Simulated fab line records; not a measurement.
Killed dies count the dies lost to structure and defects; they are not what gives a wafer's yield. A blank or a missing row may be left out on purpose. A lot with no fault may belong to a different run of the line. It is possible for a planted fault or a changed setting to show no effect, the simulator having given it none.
fab line records    flow nandHarc
[record] lots = 12  wafers = 32  lastDay = 24
route steps=1159 shown A_BLC@975 END@1159
lots with no fault: from the same line, run without faults
startH: start of the lot's first displayed wafer, in hours after the record's first day    waitH: time in hours since the lot's previous step    " same as the row above    L1.1+2: several wafers, shown together as one row    - no value, or no start was given    * or withheld: withheld    < > ~ a bound
route shown NAME@n: a module of which the file shows steps, and the number in the route of the first    usual: the fault-free wafers' mean and standard deviation    same: alike in all rows    chamber/n: place in a boat    sites: the reading at each site    _std_site: standard deviation across them    _edge_site: outer sites' mean less inner sites'    radiusMm: for every site, how far away it sits from the centre of the wafer    mask NAME#n: copy n    behind: the most recent tool/chamber to have shaped the wafer    hold: what put the lot on hold/how long, in hours/how the hold closed    device: the transistor (n, p or np) that didn't switch    end of line: at the end of the route, the tests of the same wafers    step lacking rows: just its recipe    killed: at the first sort, the dies lost to defects and structure; wafer yield is something else    map: per-die view of a wafer (x killed, . not killed, _ where there is no die)
set.NAME: setting as actually run; set.NAME@STEP: the setting as run at that earlier step    model.NAME: the simulator's own value behind a step, which no gauge read
steps of the route over a sample of lots; a table a step, a row a wafer
services: the hour from which a tool's chamber was out of use, counted from the record's first day as startH (under 0 if before that day), plus the number of hours and why
[[steps]]
[step NHARC_A_BLC_OVL_MEAS_11]
[usual] overlayXNm = 0.2/0.64  overlayYNm = 0.0/0.87
lot.wafer  tool        chamber  startH  waitH  overlayXNm  overlayYNm
L718.2     overlay-02  -        396.36  -      -0.4        -0.7
L718.5     "           -        "       "      -0.1        -0.2
L718.6     "           -        "       "      -0.2        -0.1
L719.1     overlay-01  -        405.22  -      -0.4        0.0
L719.5     "           -        "       "      -0.7        -0.3
L719.6     "           -        "       "      -0.6        0.6
L721.2     overlay-02  -        407.17  -      0.1         -0.5
L721.3     "           -        "       "      -0.6        -0.2
L721.5     "           -        "       "      -0.8        0.3
L723.1     overlay-02  -        432.50  -      0.2         1.1
L723.2     "           -        "       "      -0.2        0.2
L723.4     "           -        "       "      -0.5        0.9
L725.1     overlay-01  -        436.90  -      0.4         0.5
L725.4     "           -        "       "      0.1         0.4
L725.6     "           -        "       "      0.3         0.6
L727.1     overlay-01  -        444.16  -      -0.4        0.5
L727.2     "           -        "       "      -0.3        0.2
L727.5     "           -        "       "      -0.4        0.1
L728.2     overlay-02  -        451.11  -      0.9         0.3
L728.3     "           -        "       "      0.2         0.4
L728.5     "           -        "       "      0.5         0.1
L726.1     overlay-01  -        451.74  -      -0.2        -0.6
L726.4     "           -        "       "      -0.1        -0.2
L726.6     "           -        "       "      -0.2        -0.7
L731.3     overlay-01  -        461.89  -      0.4         0.0
L731.5     "           -        "       "      0.6         0.4
L731.6     "           -        "       "      0.9         0.2
L729.1     overlay-01  -        475.07  -      0.0         0.2
L733.1     overlay-02  -        475.80  -      1.9         0.4
L741.1     overlay-02  -        535.51  -      0.5         -1.2
L741.3     "           -        "       "      0.5         -1.0
L741.5     "           -        "       "      -0.6        -1.2
[step NHARC_A_BLC_ETCH_16]
[recipe] targetDepthA = 390  overEtchFrac = 0.3  timeS = 65  ionEnergyEv = 80  cf4FlowSccm = 150  arFlowSccm = 0  rfW = 300  biasW = 100  chemistry = CF4
[usual] biasW = 100.0/0.31  drypumpMotorCurrentA = 5.9/0.51  mfcArSccm = 0.006/0.012  oesProductAu = 0.997/0.0087  rfVppV = 151.8/1  showerheadPlenumPTorr = 1.82/0.048  throttleValvePct = 13.282/0.0081
lot.wafer  tool        chamber  startH  waitH  biasW  drypumpMotorCurrentA  mfcArSccm  oesProductAu  rfHoursCounterH  rfVppV  showerheadPlenumPTorr  throttleValvePct
L718.2     rieDiel-05  0        396.56  0.1    100.6  6.2                   0          0.998         4                152.3   1.83                   13.274
L718.6     "           1        "       "      100.1  6.6                   0          0.987         -                153.6   1.87                   13.275
L718.5     "           2        "       "      99.7   5.0                   0          1.002         -                152.0   1.78                   13.280
L719.1     rieDiel-08  2        405.41  0.1    99.8   5.3                   0.002      0.997         12               151.4   1.82                   13.282
L719.5     "           1        "       "      100.2  6.3                   0.032      0.999         -                152.2   1.82                   13.294
L719.6     "           2        "       "      99.8   5.3                   0.002      0.985         -                151.2   1.82                   13.291
L721.2     rieDiel-08  0        407.37  0.1    100.3  5.3                   0          0.985         13               152.8   1.81                   13.279
L721.3     "           1        "       "      100.3  6.3                   0.032      1.002         11               151.4   1.82                   13.283
L721.5     "           3        "       "      99.5   6.0                   0.004      0.983         -                152.8   1.86                   13.282
L723.2     rieDiel-08  3        432.70  0.1    100.6  6.0                   0.004      0.994         13               152.9   1.86                   13.295
L723.1     "           2        "       "      100.1  5.3                   0.002      0.992         15               152.3   1.82                   13.277
L723.4     "           1        "       "      99.5   6.3                   0.032      1.013         -                151.7   1.82                   13.289
L725.1     rieDiel-08  2        437.10  0.1    100.0  5.3                   0.002      0.998         16               152.7   1.82                   13.290
L725.6     "           2        "       "      99.6   5.3                   0.002      0.997         -                152.5   1.82                   13.280
L725.4     "           3        "       "      100.4  6.0                   0.004      0.992         -                152.2   1.86                   13.283
L727.1     rieDiel-05  0        444.34  0.1    100.4  6.1                   0          0.998         8                152.4   1.83                   13.295
L727.2     "           3        "       "      99.7   5.6                   0          1.013         8                151.6   1.81                   13.287
L727.5     "           1        "       "      99.6   6.6                   0          0.996         -                152.5   1.87                   13.288
L728.2     rieDiel-05  1        451.29  0.1    99.6   6.6                   0          0.978         9                151.3   1.87                   13.287
L728.3     "           3        "       "      99.7   5.6                   0          1.006         9                151.4   1.81                   13.292
L728.5     "           2        "       "      100.0  5.0                   0          1.011         -                151.8   1.78                   13.263
L726.1     rieDiel-08  3        451.99  0.1    100.1  6.0                   0.004      1.001         16               152.5   1.86                   13.287
L726.6     "           3        "       "      99.6   6.0                   0.004      0.993         -                152.1   1.86                   13.286
L726.4     "           1        "       "      100.4  6.3                   0.032      1.006         -                151.5   1.82                   13.294
L731.3     rieDiel-08  1        462.11  0.1    100.2  6.3                   0.032      1.008         18               151.9   1.82                   13.267
L731.6     "           1        "       "      100.0  6.3                   0.032      0.999         -                152.6   1.82                   13.288
L731.5     "           2        "       "      100.1  5.3                   0.002      0.992         -                150.8   1.82                   13.271
L729.1     rieDiel-08  3        475.28  0.1    99.7   6.0                   0.004      1.003         20               151.0   1.86                   13.296
L733.1     rieDiel-05  0        475.99  0.1    99.9   6.2                   0          0.989         11               152.0   1.83                   13.278
L741.1     rieDiel-05  2        535.75  0.1    100.1  5.0                   0          0.991         0                151.8   1.77                   13.285
L741.3     "           3        "       "      99.2   5.6                   0          1.005         0                151.2   1.81                   13.295
L741.5     "           1        "       "      100.6  6.6                   0          0.991         -                154.0   1.87                   13.282
[step NHARC_A_BLC_STRIP_21]
[recipe] o2FlowSccm = 500  arFlowSccm = 0  biasW = 0  chemistry = O2
[usual] drypumpMotorCurrentA = 5.9/0.52  mfcArSccm = 0.004/0.01  oesProductAu = 0.999/0.011  rfVppV = 57.9/0.86  showerheadPlenumPTorr = 3.59/0.12  throttleValvePct = 17.036/0.0097
[same] biasW = 0
lot.wafer  tool        chamber  startH  waitH  drypumpMotorCurrentA  mfcArSccm  oesProductAu  rfHoursCounterH  rfVppV  showerheadPlenumPTorr  throttleValvePct
L718.2     rieDiel-05  3        397.62  0.1    5.7                   0          0.996         4                57.4    3.62                   17.043
L718.5     "           2        "       "      5.0                   0          1.008         -                59.4    3.55                   17.022
L718.6     "           3        "       "      5.7                   0          0.993         -                59.1    3.62                   17.028
L719.1     rieDiel-08  0        406.49  0.1    5.3                   0          0.986         13               57.7    3.61                   17.026
L719.5     "           1        "       "      6.3                   0.032      1.005         -                57.0    3.63                   17.048
L719.6     "           2        "       "      5.3                   0.002      1.003         -                57.7    3.63                   17.033
L721.3     rieDiel-09  3        408.44  0.1    6.6                   0          0.984         56               57.0    3.31                   17.034
L721.2     "           2        "       "      6.5                   0          0.979         56               58.9    3.32                   17.036
L721.5     "           1        "       "      6.2                   0          0.993         -                57.6    3.37                   17.043
L723.4     rieDiel-05  0        434.30  0.1    6.2                   0          0.987         7                58.1    3.64                   17.025
L723.1     "           1        "       "      6.6                   0          0.985         7                58.7    3.74                   17.044
L723.2     "           2        "       "      5.0                   0          1.016         7                58.5    3.54                   17.027
L725.1     rieDiel-05  0        438.33  0.1    6.2                   0          0.999         8                58.1    3.64                   17.034
L725.4     "           2        "       "      5.0                   0          1.010         7                58.8    3.54                   17.041
L725.6     "           1        "       "      6.6                   0          0.985         -                58.4    3.74                   17.052
L727.1     rieDiel-08  3        445.45  0.1    6.0                   0.004      0.991         16               56.9    3.71                   17.038
L727.2     "           1        "       "      6.3                   0.032      1.013         16               59.6    3.62                   17.045
L727.5     "           3        "       "      6.0                   0.004      0.984         -                58.5    3.71                   17.031
L728.2     rieDiel-05  3        452.49  0.2    5.7                   0          1.004         9                58.3    3.61                   17.033
L728.3     "           0        "       "      6.2                   0          0.997         9                56.8    3.64                   17.051
L728.5     "           2        "       "      5.0                   0          1.015         -                57.4    3.54                   17.033
L726.4     rieDiel-05  0        453.23  0.1    6.2                   0          0.980         10               57.9    3.64                   17.031
L726.1     "           1        "       "      6.6                   0          0.980         9                58.4    3.74                   17.027
L726.6     "           2        "       "      5.0                   0          1.024         -                58.1    3.54                   17.032
L731.3     rieDiel-05  2        463.33  0.1    5.0                   0          1.019         10               56.9    3.54                   17.058
L731.5     "           2        "       "      5.0                   0          1.023         -                59.0    3.54                   17.022
L731.6     "           3        "       "      5.7                   0          1.009         -                57.1    3.61                   17.042
L729.1     rieDiel-08  3        476.53  0.1    6.0                   0.004      0.999         20               58.0    3.70                   17.035
L733.1     rieDiel-08  2        477.12  0.1    5.3                   0.002      1.005         22               58.4    3.63                   17.034
L741.3     rieDiel-08  2        536.91  0.1    5.3                   0.002      1.015         4                58.4    3.63                   17.036
L741.1     "           0        "       "      5.3                   0          1.001         3                58.6    3.61                   17.051
L741.5     "           2        "       "      5.3                   0.002      1.006         -                58.3    3.63                   17.039
[step NHARC_A_BLC_CVD_24]
[recipe] targetThkA = 1500  tempC = 300  pressureTorr = 40  wf6FlowSccm = 40  h2FlowSccm = 1600  arFlowSccm = 1560  timeS = 434  material = W
[usual] heaterPowerOuterW = 238/12  heaterPowerW = 426/31  mfcArSccm = 1560/4.6  throttleValvePct = 8.21/0.26
lot.wafer  tool     chamber  startH  waitH  heaterPowerOuterW  heaterPowerW  mfcArSccm  sinceWetCleanH  throttleValvePct
L718.2     cvdW-01  0        398.56  -      225                423           1565       92              8.13
L718.5     "        0        "       "      228                425           1561       -               8.46
L718.6     "        1        "       "      248                469           1565       -               8.09
L719.1     cvdW-02  0        410.28  -      231                386           1555       19              8.59
L719.5     "        1        "       "      238                431           1565       -               7.94
L719.6     "        0        "       "      230                394           1556       -               8.28
L721.2     cvdW-01  1        415.07  -      258                465           1553       109             8.39
L721.3     "        0        "       "      230                435           1558       -               8.12
L721.5     "        0        "       "      236                443           1563       -               8.00
L723.1     cvdW-02  1        435.76  -      235                433           1559       44              7.84
L723.2     "        1        "       "      241                424           1550       -               8.04
L723.4     "        1        "       "      235                414           1552       -               7.71
L725.1     cvdW-01  1        443.09  -      264                476           1556       137             8.43
L725.4     "        1        "       "      253                469           1559       -               8.17
L725.6     "        1        "       "      247                473           1554       -               8.32
L727.2     cvdW-02  0        451.78  -      227                388           1557       60              8.62
L727.1     "        1        "       "      237                422           1567       60              8.09
L727.5     "        1        "       "      238                424           1555       -               7.77
L728.2     cvdW-01  1        456.73  -      264                462           1567       150             8.26
L728.3     "        1        "       "      261                482           1562       -               8.21
L728.5     "        1        "       "      264                490           1552       -               8.27
L726.1     cvdW-01  0        457.24  -      229                437           1554       151             8.43
L726.4     "        0        "       "      231                450           1562       -               8.11
L726.6     "        1        "       "      263                474           1560       -               8.48
L731.3     cvdW-02  0        464.41  -      230                383           1566       -               8.55
L731.5     "        1        "       "      238                419           1567       -               7.89
L731.6     "        0        "       "      226                403           1560       -               8.08
L729.1     cvdW-02  1        485.96  -      237                432           1557       94              8.07
L733.1     cvdW-02  1        486.40  -      243                443           1555       95              8.18
L741.1     cvdW-01  1        540.31  -      272                508           1558       53              8.17
L741.3     "        1        "       "      276                491           1557       -               8.40
L741.5     "        1        "       "      266                486           1554       -               8.38
[step NHARC_A_BLC_CMP_25]
[recipe] tOverpolishS = 30  targetThkNm = 150
[usual] motorCurrentA = 12.2/1.5  overpolishRunS = 30.001/0.01  timeToEndpointS = 30.8/2.6
lot.wafer  tool    chamber  startH  waitH  motorCurrentA  overpolishRunS  timeToEndpointS
L718.2     cmp-03  2        399.16  0.5    13.1           30.002          30.0
L718.5     "       3        "       "      9.7            29.993          33.0
L718.6     "       0        "       "      14.5           29.995          30.4
L719.1     cmp-02  3        410.81  0.5    10.6           30.006          24.8
L719.6     "       0        "       "      10.3           30.015          31.0
L719.5     "       1        "       "      13.9           29.999          32.9
L721.3     cmp-03  2        415.53  0.3    12.8           29.988          28.2
L721.2     "       3        "       "      10.0           30.015          34.4
L721.5     "       3        "       "      9.8            30.000          31.0
L723.2     cmp-01  2        436.75  0.7    11.6           29.984          32.7
L723.1     "       3        "       "      12.4           30.001          34.9
L723.4     "       0        "       "      12.5           30.005          37.5
L725.1     cmp-01  1        443.60  0.4    12.3           30.007          32.4
L725.4     "       2        "       "      11.1           29.997          28.0
L725.6     "       3        "       "      12.6           29.997          28.4
L727.1     cmp-02  1        452.32  0.4    14.1           29.985          30.2
L727.2     "       2        "       "      14.8           30.008          25.7
L727.5     "       2        "       "      13.6           29.994          26.3
L728.3     cmp-01  2        457.31  0.4    11.8           30.006          26.3
L728.2     "       0        "       "      12.5           29.993          32.1
L728.5     "       1        "       "      12.4           30.004          31.0
L726.1     cmp-02  3        457.76  0.5    10.8           30.006          27.0
L726.4     "       0        "       "      10.2           30.001          31.9
L726.6     "       1        "       "      13.0           29.995          33.7
L731.3     cmp-03  0        464.75  0.3    14.5           30.003          32.5
L731.6     "       3        "       "      9.9            30.003          33.7
L731.5     "       0        "       "      14.3           30.009          13.2
L729.1     cmp-03  2        486.57  0.5    12.9           30.017          18.4
L733.1     cmp-02  3        486.98  0.5    11.4           29.986          14.0
L741.3     cmp-02  2        541.34  0.6    14.6           30.006          31.6
L741.1     "       3        "       "      11.4           29.982          31.0
L741.5     "       1        "       "      13.2           29.993          34.0
[step NHARC_END_SORT_01]
[recipe] tempC = 25
[usual] killedAtArray = 27/8  killedAtOther = 0.8/1.2  killedAtPeriphery = 3.3/2.3  killedDies = 31/8.8  killedOpen = 3.2/2.1  killedShort = 2.1/1.4
[same] grossDies = 677
lot.wafer  tool       chamber  startH  waitH  killedAtArray  killedAtOther  killedAtPeriphery  killedDies  killedOpen  killedShort
L729.1     prober-01  0        542.55  2.6    43             4              1                  48          1           1
// killed by level:class
L729.1 A_CHANNEL_HOLE_D1:chamberFilmFlake=18 A_SLIT:chamberFilmFlake=17 THIN_TSV:chamberFilmFlake=4 A_STAIRCASE:chamberFilmFlake=3 A_CONTACT:chamberFilmFlake=3 A_CONTACT:geometricParticle:short=1 A_BLC:geometricParticle:open=1 P_STI:chamberFilmFlake=1
[[services]]
tool        chamber  startH  hours  kind
cmp-01      -        376.60  4.0    pm
rieDiel-08  3        376.76  16.5   repair
cvdW-02     -        378.62  13.0   pm
rieDiel-09  0        401.81  17.0   repair
rieDiel-09  -        403.74  4.5    repair
rieDiel-08  0        416.34  102.6  repair
cmp-02      -        422.61  4.0    pm
rieDiel-05  2        429.54  1.5    repair
cmp-02      -        432.08  4.9    repair
rieDiel-08  -        435.59  0.2    repair
cmp-03      -        437.01  4.0    repair
cmp-03      -        451.00  4.0    pm
cvdW-01     -        474.57  13.0   pm
cmp-01      -        474.60  4.0    pm
rieDiel-08  -        478.80  9.0    pm
cvdW-02     -        510.35  0.4    repair
rieDiel-08  2        512.19  16.3   repair
cmp-02      -        517.14  1.8    repair
rieDiel-05  -        517.60  9.0    pm
cmp-03      -        519.97  0.3    repair
cmp-02      -        520.61  4.0    pm
cvdW-01     0        529.59  1.6    repair
cvdW-01     0        538.30  7.8    repair
rieDiel-08  1        539.70  6.2    repair
[[key]]
[firstSign] step = NHARC_A_BLC_CMP_25  reading = timeToEndpointS  direction = down  sigmas = 5.9  usual = *  struck = *
effect none on later readings
metAt NHARC_A_BLC_CVD_24
struckLots L729,L731,L733
struckWafers L729.1,L731.5,L733.1
testerLeftOut L729,L731,L733
notActingAt NHARC_A_BLC_OVL_MEAS_11,NHARC_A_BLC_ETCH_16,NHARC_A_BLC_STRIP_21
onsetBetween 451.78 464.41
[fault] kind = processParameterDrift  tool = cvdW-02  chamber = 1  onsetH = 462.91  steps = NHARC_A_BLC_CVD_24  channel = targetThkA  offset = *  shape = step  endH = 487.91  actsIn = *  stated = *
// testerLeftOut: of these lots the tester's yield and bins aren't shown, on N5 and GAA mostly nor the transistor test; their killed dies are dies lost to structure and defects alone, not to doping, threshold or leakage, so they don't give the yield
